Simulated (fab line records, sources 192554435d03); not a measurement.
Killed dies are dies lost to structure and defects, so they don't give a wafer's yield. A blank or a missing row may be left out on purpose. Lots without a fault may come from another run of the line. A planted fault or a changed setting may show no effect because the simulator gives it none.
One fault seen from 2 desks | flow n5_finfet | each desk has only its own numbers; what lay behind them comes last

THE TOOL OWNER'S DESK: pecvd-01
The tool's own readings at N5_FIN_SAQP_HM_DEP_72 (deposits SiO2 from SiH4/N2O, target thk 12 nm, time 7.2 s): means of the sampled wafers that have a number, for each lot that ran on this tool. A lot is out of limits, marked OUT, if its mean lies more than 4 standard deviations from the usual mean; the brackets give that distance.
Columns: A = heater_power_w at N5_FIN_SAQP_HM_DEP_72, usual 787 W; B = showerhead_plenum_p_Torr at N5_FIN_SAQP_HM_DEP_72, usual 8.19 Torr; C = showerhead_vpp_V at N5_FIN_SAQP_HM_DEP_72, usual 1052 V
lot  | first seen here | A   | B    | C
L926 | day 2 15:32     | 733 | 8.17 | 1032
L933 | day 4 10:26     | 869 | 8.08 | 1076
L934 | day 4 15:57     | 781 | 8.10 | 1054
This desk's finding: nothing out of limits on any of the 3 lots.

THE METROLOGY DESK
What the gauges read, lot by lot, whatever tool the lot ran on: means of the sampled wafers that have a number. A lot is out of limits, marked OUT, if its mean lies more than 4 standard deviations from the usual mean; the brackets give that distance. Of its 10 readings 7 are shown: those that lie furthest out on some lot.
Columns: A = DIBL_N at N5_BEOL_M4_RC_MEAS_101, usual 36.9 mV/V; B = DIBL_P at N5_BEOL_M4_RC_MEAS_101, usual 37.1 mV/V; C = IOFF_P at N5_BEOL_M4_RC_MEAS_101, usual 0.22 nA/um; D = ION_N at N5_BEOL_M4_RC_MEAS_101, usual 674 uA/um; E = SS_N at N5_BEOL_M4_RC_MEAS_101, usual 71.7 mV/dec; F = VT_N at N5_BEOL_M4_RC_MEAS_101, usual 249 mV; G = VT_P at N5_BEOL_M4_RC_MEAS_101, usual -250 mV
lot  | first seen here | A    | B    | C    | D   | E    | F   | G
L926 | day 9 03:01     | 37.2 | 38.2 | 0.27 | 684 | 72.0 | 247 | -245
L933 | day 10 21:55    | 38.4 | 37.8 | 0.21 | 689 | 71.9 | 245 | -253
L934 | day 11 00:29    | 39.7 | 38.6 | 0.21 | 669 | 72.3 | 249 | -253
L944 | day 13 12:10    | 37.2 | 40.0 | 0.26 | 678 | 72.6 | 247 | -247
This desk's finding: nothing out of limits on any of the 4 lots.

PUT TOGETHER
The tool owner's desk saw nothing out of limits.
The metrology desk saw nothing out of limits.

WHAT THE SIMULATOR HAD PUT IN
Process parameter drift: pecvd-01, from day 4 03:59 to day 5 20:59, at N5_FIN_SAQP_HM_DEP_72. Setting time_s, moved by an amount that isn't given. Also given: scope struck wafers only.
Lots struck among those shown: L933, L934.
